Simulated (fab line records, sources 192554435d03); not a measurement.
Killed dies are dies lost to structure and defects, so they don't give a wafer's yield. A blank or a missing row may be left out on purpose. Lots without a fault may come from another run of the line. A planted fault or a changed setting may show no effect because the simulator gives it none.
fab line records | flow n5_finfet
record lots=7 wafers=18 last_day=17
route steps=1938 shown BEOL_M14@1738 PASSIVATION@1936
lots that met no fault: from a run of the same line without faults
start_h: hours from the record's first day to the start of the lot's first wafer shown | wait_h: hours since the lot's step before | " the same as in the row above | L1.1+2: a row that stands for several wafers | - no value, or no start given | * or withheld: withheld | < > ~ a bound
route shown NAME@n: a module of which the file shows steps, and the number in the route of the first | usual: mean/standard deviation of fault-free wafers | same: alike in all rows | chamber/n: place in a boat | sites: the reading at each site | _std_site: their standard deviation | _edge_site: outer sites' mean less inner sites' | radius_mm: how far each site lies from the wafer's centre | mask NAME#n: copy n | behind: the tool/chamber that last shaped the wafer | hold: why the lot was held/for how many hours/how that ended | device: the transistor (n, p or np) that didn't switch | end of line: the same wafers' tests at the end of the route | a step without rows: its recipe alone | killed: dies lost to structure and defects at the first sort, not the wafer's yield | map: a wafer's dies, x killed, . not, _ none there
set.NAME: the setting as run; set.NAME@STEP: as run at that earlier step | model.NAME: the simulator's own value behind a step, which no gauge read
lots at some steps of the route; a table a step, a row a wafer
services: from which hour (start_h, from the record's first day; less than 0 if before it) a tool's chamber was out of use, for how many hours, and why
## steps
# step N5_BEOL_M14_COAT_66
# recipe resist=SiARC temp_c=220 time_s=60 spin_rpm=1500 resist_thk_nm=110
# step N5_BEOL_M14_COAT_22
# recipe spin_rpm=2888 resist_thk_nm=300
# step N5_BEOL_M14_EBR_24
# recipe solvent=PGMEA ebr_width_mm=1.5
# step N5_BEOL_M14_SOFTBAKE_23
# recipe temp_c=130 time_s=60
# step N5_BEOL_M14_EXPOSE_25
# recipe mask_id=M14 na=0.8 source_shape=annular sigma_inner=0.5 sigma_outer=0.8 polarization=unpolarized target_cd_nm=280 dose_mj=26.6
# step N5_BEOL_M14_PEB_26
# recipe peb_temp_c=130 peb_time_s=90
# step N5_BEOL_M14_DEVELOP_27
# recipe develop_time_s=45 rinse_liquid=diw dry=air_spin dev_temp_c=21
# step N5_BEOL_M14_HARDBAKE_32
# recipe temp_c=130 time_s=120
# step N5_BEOL_M14_CD_MEAS_28
# recipe target_cd_nm=284.4 landing_energy_ev=500 detector=se_inlens
# usual cd_nm=284.7/1.7
# columns lot.wafer tool chamber start_h wait_h cd_nm
L603.1 cd_sem-03 0 243.98 - 283.8
L603.4 " 0 " " 283.2
L603.5 " 0 " " 283.0
L608.3 cd_sem-01 0 275.35 - 286.9
L608.4 " 0 " " 284.7
L607.3 cd_sem-02 0 279.41 - 287.1
L607.4 " 0 " " 282.8
L609.1 cd_sem-01 0 282.97 - 282.8
L609.2 " 0 " " 281.5
L609.6 " 0 " " 283.3
L617.1 cd_sem-03 0 351.07 - 286.3
L617.2 " 0 " " 284.1
L617.6 " 0 " " 286.2
L620.2 cd_sem-01 0 366.05 - 286.4
L620.6 " 0 " " 285.0
L623.1 cd_sem-01 0 380.92 - 286.6
L623.2 " 0 " " 285.6
L623.5 " 0 " " 285.5
# step N5_BEOL_M14_OVL_MEAS_29
# recipe points_per_wafer=44
# usual M14_OVL=-5/7.1
# columns lot.wafer tool chamber start_h wait_h M14_OVL[nm]
L603.1 overlay-02 0 244.01 0.0 -1
L603.4 " 0 " " -8
L603.5 " 0 " " -5
L608.3 overlay-01 0 275.38 0.0 3
L608.4 " 0 " " 5
L607.3 overlay-01 0 279.44 0.0 -5
L607.4 " 0 " " 6
L609.1 overlay-02 0 283.00 0.0 -12
L609.2 " 0 " " 0
L609.6 " 0 " " -7
L617.1 overlay-01 0 351.10 0.0 0
L617.2 " 0 " " -5
L617.6 " 0 " " -6
L620.2 overlay-02 0 366.08 0.0 1
L620.6 " 0 " " 5
L623.1 overlay-02 0 380.95 0.0 -1
L623.2 " 0 " " -9
L623.5 " 0 " " -1
# step N5_BEOL_M14_INSPECT_30
# recipe mode=adi inspect_instrument=macro
# usual raw_defect_count=2.3/1.6
# columns lot.wafer tool chamber start_h wait_h raw_defect_count
L603.1 defect_inspect-01 - 244.03 0.0 2
L603.4 " - " " 2
L603.5 " - " " 4
L608.3 defect_inspect-01 - 275.40 0.0 4
L608.4 " - " " 1
L607.3 defect_inspect-01 - 279.46 0.0 5
L607.4 " - " " 6
L609.1 defect_inspect-01 - 283.02 0.0 1
L609.2 " - " " 1
L609.6 " - " " 3
L617.1 defect_inspect-01 - 351.13 0.0 3
L617.2 " - " " 3
L617.6 " - " " 0
L620.2 defect_inspect-01 - 366.10 0.0 1
L620.6 " - " " 4
L623.1 defect_inspect-01 - 380.98 0.0 4
L623.2 " - " " 1
L623.5 " - " " 1
# step N5_BEOL_M14_DESCUM_33
# recipe chemistry=O2 time_s=7.9 source_power_w=50 bias_power_w=20 pressure_mtorr=20 rf_frequency_hz=2.712e+07 temp_c=40 o2_flow_sccm=225
# usual drypump_motor_current_A=5.7/0.43 oes_product_au=0.82/0.059 rf_fwd_power_W=49.45/0.22 rf_vpp_V=243.4/1.3 showerhead_plenum_p_Torr=2.12/0.066 throttle_valve_pct=20.32/0.25
# columns lot.wafer tool chamber start_h wait_h drypump_motor_current_A oes_product_au rf_fwd_power_W rf_hours_counter_h rf_vpp_V showerhead_plenum_p_Torr throttle_valve_pct
L603.1 rie_diel-02 0 244.07 0.0 6.4 0.89 49.62 54 242.2 2.03 20.60
L603.4 " 3 " " 4.9 0.78 49.16 - 242.7 2.12 20.19
L603.5 " 1 " " 5.7 0.95 49.53 - 242.2 2.13 19.91
L608.3 rie_diel-02 1 275.56 0.2 5.7 0.92 49.53 20 244.7 2.12 19.93
L608.4 " 3 " " 4.9 0.77 49.33 125 242.6 2.11 20.19
L607.3 rie_diel-02 0 279.88 0.4 6.5 0.88 49.41 66 243.5 2.03 20.61
L607.4 " 1 " " 5.7 0.91 49.55 22 244.2 2.12 19.92
L609.1 rie_diel-02 0 283.06 0.0 6.5 0.87 49.42 67 241.8 2.02 20.64
L609.2 " 3 " " 4.9 0.77 49.22 127 242.4 2.11 20.21
L609.6 " 1 " " 5.7 0.90 49.63 - 244.1 2.12 19.92
L617.1 rie_diel-03 0 351.86 0.7 6.1 0.76 49.41 162 243.5 2.07 20.72
L617.2 " 3 " " 5.7 0.77 49.46 118 241.6 2.11 20.40
L617.6 " 3 " " 5.6 0.77 49.49 - 242.8 2.11 20.43
L620.2 rie_diel-06 1 366.15 0.0 6.1 0.73 49.62 170 242.4 2.02 20.60
L620.6 " 3 " " 5.8 0.78 49.52 - 244.9 2.16 20.16
L623.1 rie_diel-02 0 381.01 0.0 6.4 0.84 49.68 90 241.5 2.02 20.67
L623.2 " 3 " " 4.9 0.75 49.30 152 243.2 2.10 20.24
L623.5 " 2 " " 5.6 0.88 49.33 - 242.2 2.05 20.25
# step N5_BEOL_M14_ETCH_67
# recipe chemistry=CF4 target=SiARC target_depth_a=1430 time_s=238.3 ion_energy_ev=80 pressure_mtorr=40 source_w=545 bias_w=36 Ar_flow_sccm=100 cf4_flow_sccm=100 ends=cleared
# usual drypump_motor_current_A=5.7/0.44 etch_rf_on_time_s=234/6.3 oes_product_au=0.70/0.051 rf_fwd_power_W=543.4/2 rf_vpp_V=184.3/0.98 showerhead_plenum_p_Torr=2.16/0.06 throttle_valve_pct=15.47/0.26
# columns lot.wafer tool chamber start_h wait_h drypump_motor_current_A etch_rf_on_time_s oes_product_au rf_fwd_power_W rf_hours_counter_h rf_vpp_V showerhead_plenum_p_Torr throttle_valve_pct
L603.1 rie_diel-02 0 244.10 0.0 6.4 235 0.74 542.9 54 183.7 2.11 15.82
L603.4 " 3 " " 4.9 240 0.68 545.3 - 184.8 2.16 15.32
L603.5 " 1 " " 5.7 236 0.80 544.8 - 184.4 2.19 15.20
L608.3 rie_diel-02 1 275.59 0.0 5.7 233 0.78 541.3 20 186.2 2.18 15.20
L608.4 " 3 " " 4.9 157 0.85 542.0 125 183.5 2.15 15.33
L607.3 rie_diel-02 0 279.92 0.0 6.5 236 0.73 545.3 66 184.2 2.10 15.86
L607.4 " 1 " " 5.7 157 0.99 542.9 22 185.0 2.18 15.22
L609.1 rie_diel-02 0 283.09 0.0 6.4 235 0.73 545.5 67 185.5 2.10 15.85
L609.2 " 3 " " 4.9 239 0.66 542.2 127 184.1 2.15 15.34
L609.6 " 1 " " 5.7 157 0.99 547.0 - 183.6 2.18 15.20
L617.1 rie_diel-03 0 351.90 0.0 6.1 242 0.65 543.7 162 184.3 2.13 15.99
L617.2 " 3 " " 5.6 239 0.66 545.6 118 184.0 2.15 15.44
L617.6 " 3 " " 5.6 237 0.66 546.9 - 184.5 2.15 15.45
L620.2 rie_diel-06 1 366.18 0.0 6.1 235 0.62 544.2 170 182.0 2.05 15.71
L620.6 " 3 " " 5.8 223 0.67 545.4 - 185.4 2.23 15.51
L623.1 rie_diel-02 0 381.05 0.0 6.5 234 0.71 542.4 90 183.5 2.10 15.91
L623.2 " 3 " " 4.9 237 0.64 538.9 152 184.3 2.14 15.38
L623.5 " 2 " " 5.6 229 0.76 541.2 - 181.9 2.08 15.28
# step N5_BEOL_M14_ETCH_68
# recipe chemistry=N2/H2 target=SOC mask_material=SiARC source_w=3000 bias_w=350 temp_c=40 time_s=450 ion_energy_ev=200 pressure_mtorr=30 n2_flow_sccm=200 h2_flow_sccm=200
# usual drypump_motor_current_A=5.7/0.44 oes_product_au=0.82/0.057 rf_fwd_power_W=2993/8.6 rf_vpp_V=524.7/2.4 showerhead_plenum_p_Torr=2.57/0.084 throttle_valve_pct=17.68/0.27
# columns lot.wafer tool chamber start_h wait_h drypump_motor_current_A oes_product_au rf_fwd_power_W rf_hours_counter_h rf_vpp_V showerhead_plenum_p_Torr throttle_valve_pct
L603.1 rie_diel-02 0 244.25 0.1 6.4 0.88 2994 54 520.9 2.48 18.02
L603.4 " 3 " " 4.9 0.79 3003 - 523.8 2.57 17.51
L603.5 " 1 " " 5.7 0.94 2985 - 526.0 2.59 17.35
L608.3 rie_diel-02 1 275.74 0.1 5.7 0.91 2998 20 525.5 2.59 17.37
L608.4 " 3 " " 4.9 0.78 2983 125 523.6 2.56 17.55
L607.3 rie_diel-02 0 280.07 0.1 6.5 0.86 2987 66 522.5 2.48 18.03
L607.4 " 1 " " 5.7 0.90 3001 22 524.0 2.59 17.38
L609.1 rie_diel-02 0 283.24 0.1 6.5 0.86 2987 67 521.5 2.48 18.06
L609.2 " 3 " " 4.9 0.78 2992 127 523.2 2.56 17.54
L609.6 " 1 " " 5.7 0.91 2996 - 525.4 2.59 17.38
L617.1 rie_diel-03 0 352.04 0.1 6.1 0.77 2988 162 523.1 2.53 18.24
L617.2 " 3 " " 5.7 0.77 2988 118 523.5 2.56 17.77
L617.6 " 3 " " 5.6 0.78 3010 - 523.7 2.56 17.77
L620.2 rie_diel-06 1 366.33 0.1 6.1 0.72 2988 170 522.3 2.41 17.74
L620.6 " 3 " " 5.8 0.78 2991 - 527.7 2.65 17.62
L623.1 rie_diel-02 0 381.19 0.1 6.5 0.83 2994 90 521.3 2.47 18.11
L623.2 " 3 " " 4.9 0.76 2983 152 523.8 2.55 17.60
L623.5 " 2 " " 5.6 0.89 2992 - 521.9 2.47 17.51
# step N5_PASSIVATION_PROBE_49
# usual defect_limited_yield=91.2/1.5 killed_at_M0_to_M3=36/10 killed_at_M4_up=13/6 killed_at_contacts=11/5.2 killed_at_front_end=40/11 killed_at_other=3.1/2.9 killed_dies=104/17 killed_open=66/12 killed_short=34/7.7 sort_bin_5_function=5.1/0.91 sort_bin_6_memory=3.2/0.67 sort_n_pass=1076/17 sort_yield_pct=91.2/1.5
# same gross_dies=1180 killed_at_back_side=0 sort_bin_4_leakage[%]=0 sort_bin_8_speed[%]=0
# columns lot.wafer tool chamber start_h wait_h defect_limited_yield[%] killed_at_M0_to_M3 killed_at_M4_up killed_at_contacts killed_at_front_end killed_at_other killed_dies killed_open killed_short sort_bin_5_function[%] sort_bin_6_memory[%] sort_n_pass sort_yield_pct[%]
L603.1 prober-01 - 272.58 0.0 92.5 30 12 11 27 8 88 56 31 4.4 2.8 1092 92.5
L603.4 prober-01 - 272.73 0.2 89.4 39 18 11 52 5 125 84 35 6.5 3.6 1055 89.4
L603.5 prober-01 - 272.78 0.2 88.6 34 15 5 72 8 134 89 43 6.2 4.9 1046 88.6
L608.3 prober-02 - 302.66 0.1 91.2 31 27 14 21 11 104 72 27 5.5 2.9 1076 91.2
L608.4 prober-02 - 302.71 0.2 90.3 42 13 14 46 0 115 67 46 4.9 4.4 1065 90.3
L609.1 prober-01 - 310.65 0.0 93.1 31 7 15 26 2 81 60 19 3.9 2.7 1099 93.1
L609.2 prober-01 - 310.70 0.1 93.6 19 10 18 28 1 76 41 21 3.2 2.1 1104 93.6
L609.6 prober-01 - 310.90 0.3 94.5 18 5 8 32 2 65 41 21 3.1 2.3 1115 94.5
# killed by level:class
L603.1 MOL_CONTACT_COAG:geometric_particle:open=10 FIN_SAQP:geometric_particle:open=8 BEOL_M0_SAQP:geometric_particle:short=7 BEOL_M1:geometric_particle:open=7 DUMMY_GATE:geometric_particle:open=6 BEOL_M1:geometric_particle:short=6 BEOL_M3:geometric_particle:open=4 PAD_METAL:geometric_particle:short=4
L603.4 FIN_SAQP:geometric_particle:open=18 MOL_CONTACT_COAG:geometric_particle:open=11 DUMMY_GATE:geometric_particle:open=10 BEOL_M1:geometric_particle:open=7 BEOL_M1:geometric_particle:short=7 BEOL_M3:geometric_particle:short=7 BEOL_M3:geometric_particle:open=6 BEOL_M5:geometric_particle:open=6
L603.5 FIN_SAQP:geometric_particle:open=33 STI_FIN_REVEAL:geometric_particle:open=10 BEOL_M3:geometric_particle:short=10 BEOL_M1:geometric_particle:short=7 GATE_CUT:geometric_particle:short=6 PAD_METAL:geometric_particle:open=6 FIN_SAQP:geometric_particle:short=5 BEOL_M0_SAQP:geometric_particle:open=5
L608.3 MOL_CONTACT_COAG:geometric_particle:open=13 BEOL_M4:geometric_particle:open=12 BEOL_M2:geometric_particle:open=8 BEOL_M0_SAQP:geometric_particle:short=7 STI_FIN_REVEAL:geometric_particle:open=6 BEOL_M0_SAQP:geometric_particle:open=6 BEOL_M5:geometric_particle:open=5 FIN_SAQP:geometric_particle:short=4
L608.4 FIN_SAQP:geometric_particle:short=17 MOL_CONTACT_COAG:geometric_particle:open=11 FIN_SAQP:geometric_particle:open=9 BEOL_M2:geometric_particle:open=8 BEOL_M0_SAQP:geometric_particle:short=6 BEOL_M1:geometric_particle:short=6 GATE_CUT:geometric_particle:short=5 BEOL_M1:geometric_particle:open=5
L609.1 MOL_CONTACT_COAG:geometric_particle:open=14 BEOL_M2:geometric_particle:open=9 BEOL_M3:geometric_particle:open=9 BEOL_M1:geometric_particle:open=6 DUMMY_GATE:geometric_particle:open=4 GATE_CUT:geometric_particle:short=4 BEOL_M0_SAQP:geometric_particle:open=4 FIN_SAQP:geometric_particle:short=3
L609.2 MOL_CONTACT_COAG:geometric_particle:open=12 HKMG_FIN:area_etch=11 MOL_CONTACT_COAG:geometric_particle:short=6 BEOL_M2:geometric_particle:open=5 BEOL_M0_SAQP:geometric_particle:short=4 STI_FIN_REVEAL:geometric_particle:open=3 GATE_CUT:geometric_particle:short=3 BEOL_M0_SAQP:geometric_particle:open=3
L609.6 FIN_SAQP:geometric_particle:open=7 STI_FIN_REVEAL:geometric_particle:open=7 MOL_CONTACT_COAG:geometric_particle:open=7 FIN_SAQP:geometric_particle:short=6 BEOL_M1:geometric_particle:open=4 STARTING-WAFER:geometric_particle:short=3 STARTING-WAFER:geometric_particle:open=3 STI_FIN_REVEAL:geometric_particle:short=2
## services
# columns tool chamber start_h hours kind
rie_diel-02 2 220.79 6.6 repair
rie_diel-02 3 222.10 1.4 repair
rie_diel-02 2 227.67 - clean
rie_diel-02 2 227.67 - consumable_replace:focus_ring
rie_diel-02 2 227.67 19.5 scheduled_down
rie_diel-02 2 227.67 19.5 vent_cycle
rie_diel-03 2 246.73 2.6 repair
rie_diel-06 - 307.32 2.8 pm
rie_diel-02 - 329.88 24.2 repair
## key
first_sign step=N5_BEOL_M14_ETCH_67 reading=etch_rf_on_time_s direction=down sigmas=12 usual=* struck=*
effect step=N5_BEOL_M14_ETCH_67 reading=oes_product_au direction=up sigmas=4.8 usual=0.70 struck=0.94
met_at N5_BEOL_M14_ETCH_67
struck_wafers L607.4,L608.4,L609.6
baseline_loss step=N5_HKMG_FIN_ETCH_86 wafers=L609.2
onset_between 244.10 275.59
fault kind=process_parameter_drift tool=rie_diel-02 chamber=- onset_h=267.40 steps=N5_BEOL_M14_ETCH_67 channel=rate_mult offset=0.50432 shape=step end_h=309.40 scope=struck_wafers_only
# baseline_loss: these wafers lose ten dies or more at that step, a loss of the line's own and not of a fault; the sort's usual values leave them out
